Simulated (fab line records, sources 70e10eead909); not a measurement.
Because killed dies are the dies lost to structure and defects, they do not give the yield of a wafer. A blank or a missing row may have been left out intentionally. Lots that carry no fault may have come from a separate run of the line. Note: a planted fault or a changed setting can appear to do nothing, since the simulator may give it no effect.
A struck lot beside a sound one | flow nandHarc | 14 steps out of a route of 1302
Sound: these wafers, L983.3, L983.5, L983.6. Struck: wafers L999.1, L999.3, L999.6. At the end, the cause is stated.
Per side, at each step with rows, come the tool, then ch with its chambers, and then its first start. Under that, the readings that differ: sound wafers | struck wafers | difference of the means | sigmas: that difference in standard deviations of wafers without a fault.
alike: a reading whose means differ by less than 2 such deviations, as well as words and numbers matching on both sides. not compared: withheld readings; readings where some wafer has no value; bounds like >300 that might hide an equal value; numbers whose values overlap and for which the record gives no deviation.
The two part at a step that has a row with sigmas, a row that says differs or no value, or rows on one side only. When numbers do not overlap yet have no deviation, they are printed without sigmas and do not part them. Lack of a reading on every wafer of one side parts them only where that side has two or more wafers.

first, 4 steps without rows for these wafers: NHARC_A_DECK1_JOINT_CURE_26 (time 32 s); NHARC_A_DECK1_JOINT_ANNEAL_27 (time 3600 s); NHARC_A_DECK1_JOINT_ANNEAL_28 (time 1800 s); NHARC_A_DECK1_JOINT_ANNEAL_29 (time 1800 s).
NHARC_A_DECK1_JOINT_CMP_02: polishes SiOx.
  sound on cmp-01 ch 0,1,2, day 12 09:52; struck on cmp-03 ch 1,3, day 19 17:30
  alike: motorCurrentA
next, for these wafers, 1 step has no rows: NHARC_A_DECK1_JOINT_SRD_15.
NHARC_A_DECK1_JOINT_DEP_16: deposits SiO2, target thk 45 nm.
  sound on pecvd-01 ch 0,1,2, day 12 10:26; struck on pecvd-04 ch 1,2, day 19 17:53
  alike: chamberPressureTorr, heaterPowerW, throttleValvePct
  not compared: sinceWetCleanH
NHARC_A_DECK1_JOINT_THK_MEAS_17: measures by ellipsometry.
  sound: filmMetro-01 at day 12 10:40; struck: filmMetro-01 at day 19 18:10
  alike: thkNm
NHARC_A_DECK1_JOINT_INSPECT_05:
  sound: defectInspect-01 at day 12 10:41; struck: defectInspect-01 at day 19 18:12
  alike: rawDefectCount
then, 1 step without rows for these wafers: NHARC_A_ONON_D2_DEP_00 (target thk 1000 nm).
NHARC_A_ONON_D2_THK_MEAS_02: measures by ellipsometry.
  sound: filmMetro-01 at day 12 11:16; struck: filmMetro-01 at day 19 18:47
  alike: thkNm
NHARC_A_ONON_D2_DEP_03: target thk 1000 nm.
  sound on pecvdOnon-04 ch 0, day 12 11:26; struck on pecvdOnon-04 ch 0, day 19 18:50
  alike: n2FlowSccm, sih4FlowSccm
NHARC_A_ONON_D2_THK_MEAS_05: measures by ellipsometry.
  sound: filmMetro-02 at day 12 11:50; struck: filmMetro-01 at day 19 19:31
reading    | sound          | struck      | difference | sigmas
thkNm (nm) | 1006 1005 1005 | 593 593 593 | -412       | -37
  not compared: hold
-- jump in the record: it breaks off in module A_ONON_D2 and resumes in module END (first step shown: number 1302 of the route), and 12 days separate the struck wafers' starts before and after --
NHARC_END_SORT_01:
  at this point the record logs the struck wafers (prober-01 ch 0, day 31 22:43) and has no rows for the sound ones

## WHERE THEY PART
At NHARC_A_ONON_D2_THK_MEAS_05 first; at NHARC_END_SORT_01 last (within this record only).

WHY: what the simulator had put in
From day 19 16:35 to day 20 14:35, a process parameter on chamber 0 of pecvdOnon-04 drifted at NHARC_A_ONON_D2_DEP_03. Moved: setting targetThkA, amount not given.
